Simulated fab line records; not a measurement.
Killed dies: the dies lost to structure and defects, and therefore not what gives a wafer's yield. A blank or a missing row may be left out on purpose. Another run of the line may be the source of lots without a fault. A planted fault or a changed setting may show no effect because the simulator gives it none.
Matching of chambers ; flow nand harc ; NHARC_A_STAIRCASE_ETCH_313 on rie diel-13 has 4 sister chambers
The step etches the open film in CF4/CHF3. 4 wafers are shown with their chamber, then 12 later ones without.

WAFERS WITH THEIR CHAMBER
wafer;chamber;drypump motor current A (A)
L088.1;0;5.1
L088.2;3;6.4
L090.4;1;5.4
L090.5;2;5.1

WAFERS WITH NO CHAMBER GIVEN
wafer;drypump motor current A (A)
L093.2;5.4
L093.3;6.4
L093.6;5.1
L091.1;5.1
L091.4;6.4
L091.5;6.4
L094.4;5.3
L094.5;5.1
L094.6;6.4
L096.3;5.3
L096.4;5.0
L096.5;5.1

WHICH CHAMBER EACH WENT THROUGH
wafer;from the rows above;in truth
L093.2;1;1
L093.3;3;3
L093.6;can't be placed: 0 or 2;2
L091.1;can't be placed: 0 or 2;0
L091.4;3;3
L091.5;3;3
L094.4;can't be placed: 1 or 0 or 2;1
L094.5;can't be placed: 0 or 2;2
L094.6;3;3
L096.3;can't be placed: 1 or 0 or 2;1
L096.4;can't be placed: 0 or 2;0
L096.5;can't be placed: 0 or 2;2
Correct placement for 5 of the 12. Cannot be placed on the basis of these rows: 7; the candidates contain the true chamber in 7. Placed wrongly: 0.
How it was worked out, from the rows above alone: a wafer's distance from a chamber is the root of the sum, over the readings, of the square of ((its reading less the chamber's mean) divided by the reading's scatter). The wafer belongs to the nearest chamber; if the next one is less than 2 further off, it can't be placed. A chamber's mean is the mean of its shown wafers. The scatter: root of mean squared gap, hidden wafer to nearest shown wafer, with one shown wafer a chamber.
